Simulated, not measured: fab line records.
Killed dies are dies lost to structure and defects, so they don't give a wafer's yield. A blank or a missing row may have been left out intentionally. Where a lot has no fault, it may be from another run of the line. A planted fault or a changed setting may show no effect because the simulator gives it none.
What tool caused it? | flow n5 finfet | 24 lots with 72 wafers sampled at 4 steps, on a route of 1938 steps

== WHAT EACH GAUGE READ, for each wafer ==
N5_START_INSPECT_01: inspects for defects (unpatterned scan). Usual: 6.2 for raw defect count, sd 2.8.
lot  | measured    | on                | raw defect count | flag
L074 | day 1 12:02 | defect inspect-01 | 6 4 2            |
L075 | day 1 18:02 | defect inspect-02 | 9 6 5            |
L076 | day 2 00:02 | defect inspect-01 | 12 7 10          |
L077 | day 2 06:02 | defect inspect-02 | 3 10 5           |
L078 | day 2 12:02 | defect inspect-02 | 9 2 4            |
L079 | day 2 18:02 | defect inspect-01 | 12 7 7           |
L080 | day 3 00:02 | defect inspect-02 | 6 9 7            |
L081 | day 3 06:02 | defect inspect-01 | 5 4 8            |
L082 | day 3 12:02 | defect inspect-02 | 11 8 3           |
L083 | day 3 18:02 | defect inspect-01 | 8 4 9            |
L084 | day 4 00:02 | defect inspect-01 | 11 4 7           |
L085 | day 4 06:02 | defect inspect-02 | 9 10 7           |
L086 | day 4 12:02 | defect inspect-01 | 8 6 8            |
L087 | day 4 18:02 | defect inspect-02 | 11 5 5           |
L088 | day 5 00:02 | defect inspect-02 | 2 6 5            |
L089 | day 5 06:02 | defect inspect-01 | 2 8 8            |
L090 | day 5 12:02 | defect inspect-02 | 4 2 7            |
L091 | day 5 18:02 | defect inspect-01 | 5 9 7            |
L092 | day 6 00:02 | defect inspect-01 | 7 8 7            |
L093 | day 6 06:02 | defect inspect-02 | 7 8 6            |
L094 | day 6 12:02 | defect inspect-01 | 5 5 4            |
L095 | day 6 18:02 | defect inspect-01 | 7 6 2            |
L096 | day 7 00:02 | defect inspect-02 | 11 3 4           |
L097 | day 7 06:02 | defect inspect-01 | 6 4 12           |

N5_FIN_SAQP_THK_MEAS_05. Usual: 38.0 nm for thk nm, sd 0.51.
lot  | measured    | on            | thk nm (nm)    | flag
L074 | day 1 20:55 | film metro-02 | 37.4 38.7 38.9 |
L075 | day 2 04:39 | film metro-01 | 38.1 38.7 38.6 |
L076 | day 2 10:16 | film metro-02 | 37.7 38.0 38.0 |
L077 | day 2 15:43 | film metro-02 | 37.8 37.7 39.1 |
L078 | day 2 22:33 | film metro-01 | 37.4 37.6 38.2 |
L079 | day 3 02:50 | film metro-01 | 37.3 37.6 37.5 |
L080 | day 3 09:48 | film metro-02 | 36.7 37.3 38.1 |
L081 | day 3 15:16 | film metro-01 | 37.2 37.4 38.0 |
L082 | day 3 21:16 | film metro-02 | 37.3 38.1 38.3 |
L083 | day 4 03:10 | film metro-01 | 37.2 38.2 37.8 |
L084 | day 4 09:38 | film metro-02 | 38.3 37.5 38.9 |
L085 | day 4 15:32 | film metro-01 | 37.7 38.2 38.3 |
L086 | day 4 21:17 | film metro-01 | 38.0 38.1 38.1 |
L087 | day 5 02:46 | film metro-02 | 38.3 38.1 38.3 |
L088 | day 5 08:38 | film metro-02 | 37.1 38.0 39.1 |
L089 | day 5 15:22 | film metro-01 | 37.3 37.7 38.1 |
L090 | day 5 21:01 | film metro-02 | 37.4 37.9 38.2 |
L091 | day 6 02:32 | film metro-02 | 37.7 37.8 38.7 |
L092 | day 6 08:34 | film metro-02 | 37.9 37.9 37.9 |
L093 | day 6 15:12 | film metro-01 | 38.3 38.6 38.6 |
L094 | day 6 21:30 | film metro-01 | 37.6 37.7 38.4 |
L095 | day 7 03:59 | film metro-01 | 37.7 38.7 37.9 |
L096 | day 7 09:11 | film metro-02 | 37.9 38.5 39.0 |
L097 | day 7 14:53 | film metro-01 | 37.7 37.4 38.8 |

N5_FIN_SAQP_CD_MEAS_27: the cd target is 20 nm. Usual: 20.29 nm for cd nm, sd 0.23.
lot  | measured    | on        | cd nm (nm)        | flag
L074 | day 2 00:32 | cd sem-01 | 20.33 20.13 20.29 |
L075 | day 2 07:59 | cd sem-01 | 20.18 20.65 20.15 |
L076 | day 2 13:19 | cd sem-01 | 20.25 20.42 20.24 |
L077 | day 2 18:23 | cd sem-02 | 20.28 20.41 20.82 |
L078 | day 3 01:16 | cd sem-01 | 20.06 20.80 20.36 |
L079 | day 3 05:55 | cd sem-01 | 20.54 20.06 20.50 |
L080 | day 3 12:29 | cd sem-01 | 20.35 20.40 19.98 |
L081 | day 3 18:10 | cd sem-01 | 20.62 20.47 20.09 |
L082 | day 4 01:17 | cd sem-03 | 20.21 20.64 20.06 |
L083 | day 4 06:53 | cd sem-01 | 20.19 20.61 20.07 |
L084 | day 4 12:38 | cd sem-01 | 20.07 19.89 19.93 |
L085 | day 4 18:26 | cd sem-03 | 20.13 20.52 20.21 |
L086 | day 5 00:04 | cd sem-03 | 20.53 20.87 20.29 |
L087 | day 5 05:38 | cd sem-02 | 20.10 20.01 20.39 |
L088 | day 5 11:28 | cd sem-01 | 20.07 20.15 20.10 |
L089 | day 5 18:09 | cd sem-02 | 20.57 20.22 20.14 |
L090 | day 5 23:49 | cd sem-03 | 19.99 20.34 20.58 |
L091 | day 6 05:35 | cd sem-03 | 19.80 20.08 19.81 |
L092 | day 6 11:35 | cd sem-01 | 20.19 20.06 20.18 |
L093 | day 6 18:08 | cd sem-01 | 20.37 20.28 20.09 |
L094 | day 7 00:24 | cd sem-02 | 20.62 20.36 20.76 |
L095 | day 7 07:14 | cd sem-02 | 20.32 20.48 20.03 |
L096 | day 7 12:09 | cd sem-03 | 20.36 20.01 19.92 |
L097 | day 7 18:05 | cd sem-03 | 20.22 20.54 20.18 |

== EACH LOT AND THE TOOL THAT RAN IT (in order: tool; ch and the chambers of the sampled wafers; start) ==
lot  | N5_FIN_SAQP_HM_OPEN_73
L074 | rie diel-01 ch 0,2, day 1 22:09
L075 | rie diel-06 ch 2,3, day 2 05:49
L076 | rie diel-01 ch 0,2, day 2 11:29
L077 | rie diel-01 ch 0,1, day 2 16:35
L078 | rie diel-03 ch 0,1,3, day 2 23:25
L079 | rie diel-06 ch 1,3, day 3 04:07
L080 | rie diel-03 ch 0,2,3, day 3 10:40
L081 | rie diel-06 ch 0,1, day 3 16:17
L082 | rie diel-03 ch 0,2, day 3 22:08
L083 | rie diel-01 ch 1,2, day 4 04:52
L084 | rie diel-06 ch 0,2, day 4 10:37
L085 | rie diel-03 ch 1,2,3, day 4 16:32
L086 | rie diel-01 ch 0,1,2, day 4 22:09
L087 | rie diel-06 ch 0,2, day 5 03:46
L088 | rie diel-03 ch 0,2, day 5 09:38
L089 | rie diel-01 ch 0,1,2, day 5 16:20
L090 | rie diel-01 ch 2,3, day 5 22:01
L091 | rie diel-01 ch 1,2,3, day 6 03:31
L092 | rie diel-06 ch 1,3, day 6 09:37
L093 | rie diel-03 ch 1,2, day 6 16:11
L094 | rie diel-03 ch 1,2,3, day 6 22:26
L095 | rie diel-01 ch 0,1,3, day 7 05:02
L096 | rie diel-06 ch 1,3, day 7 10:11
L097 | rie diel-01 ch 0,1,2, day 7 16:04
- N5_FIN_SAQP_HM_OPEN_73: chemistry CHF3/O2, target SiO2, stops on a-Si, target depth 12 nm, time 16.8 s.

== AS READ BY THE TOOLS THEMSELVES (means over the sampled wafers that have a number; for cases with no such wafer, the mark the record gives instead) ==
N5_FIN_SAQP_HM_OPEN_73. Usual: drypump motor current A 5.57 A, standard deviation 0.29; oes product au 0.47 a.u., standard deviation 0.045; rf vpp V 524 V, standard deviation 10; showerhead plenum p Torr 2.46 Torr, standard deviation 0.06; throttle valve pct 18.9 %, standard deviation 0.31.
lot  | tool        | drypump motor current A (A) | oes product au (a.u.) | rf vpp V (V) | showerhead plenum p Torr (Torr) | throttle valve pct (%) | flag
L074 | rie diel-01 | 5.70                        | 0.49                  | 531          | 2.52                            | 18.8                   |
L075 | rie diel-06 | 5.25                        | 0.48                  | 510          | 2.50                            | 19.1                   |
L076 | rie diel-01 | 5.69                        | 0.52                  | 528          | 2.54                            | 18.6                   |
L077 | rie diel-01 | 5.54                        | 0.51                  | 526          | 2.53                            | 18.7                   |
L078 | rie diel-03 | 5.41                        | 0.47                  | 529          | 2.46                            | 18.9                   |
L079 | rie diel-06 | 5.29                        | 0.45                  | 503          | 2.51                            | 19.2                   |
L080 | rie diel-03 | 5.56                        | 0.45                  | 525          | 2.44                            | 19.0                   |
L081 | rie diel-06 | 5.81                        | 0.51                  | 513          | 2.39                            | 18.7                   |
L082 | rie diel-03 | 5.62                        | 0.44                  | 526          | 2.46                            | 19.2                   |
L083 | rie diel-01 | 5.60                        | 0.45                  | 531          | 2.50                            | 19.0                   |
L084 | rie diel-06 | 5.65                        | 0.50                  | 526          | 2.41                            | 18.7                   |
L085 | rie diel-03 | 5.74                        | 0.46                  | 528          | 2.41                            | 18.7                   |
L086 | rie diel-01 | 5.64                        | 0.48                  | 528          | 2.52                            | 18.8                   |
L087 | rie diel-06 | 5.65                        | 0.51                  | 525          | 2.41                            | 18.7                   |
L088 | rie diel-03 | 5.63                        | 0.42                  | 526          | 2.46                            | 19.2                   |
L089 | rie diel-01 | 5.63                        | 0.47                  | 528          | 2.51                            | 18.8                   |
L090 | rie diel-01 | 5.59                        | 0.46                  | 531          | 2.45                            | 19.0                   |
L091 | rie diel-01 | 5.55                        | 0.48                  | 527          | 2.45                            | 18.9                   |
L092 | rie diel-06 | 5.29                        | 0.43                  | 503          | 2.50                            | 19.3                   |
L093 | rie diel-03 | 5.94                        | 0.46                  | 535          | 2.41                            | 18.7                   |
L094 | rie diel-03 | 5.75                        | 0.45                  | 528          | 2.40                            | 18.7                   |
L095 | rie diel-01 | 5.58                        | 0.51                  | 525          | 2.47                            | 18.6                   |
L096 | rie diel-06 | 5.48                        | 0.43                  | 508          | 2.48                            | 19.2                   |
L097 | rie diel-01 | 5.62                        | 0.46                  | 528          | 2.51                            | 18.9                   |

== THE ANSWER, worked out from the rows above alone ==
Rule: take the mean of a lot's wafers that have a number; if it is more than 3 standard deviations from the usual mean, the lot is off. A lot without any number at a reading at which 4 lots or more have one is off too. Any other lot the step has rows for is counted as sound. First the gauges in route order, then the tools' own readings, where a lot's mean is used as printed above. At the first step where some lot is off, the reading lying furthest off is the one used; lots without a number count as furthest.
No lot is off on any of the readings shown, so nothing can be concluded from this.

== WHAT THE SIMULATOR HAD INSERTED ==
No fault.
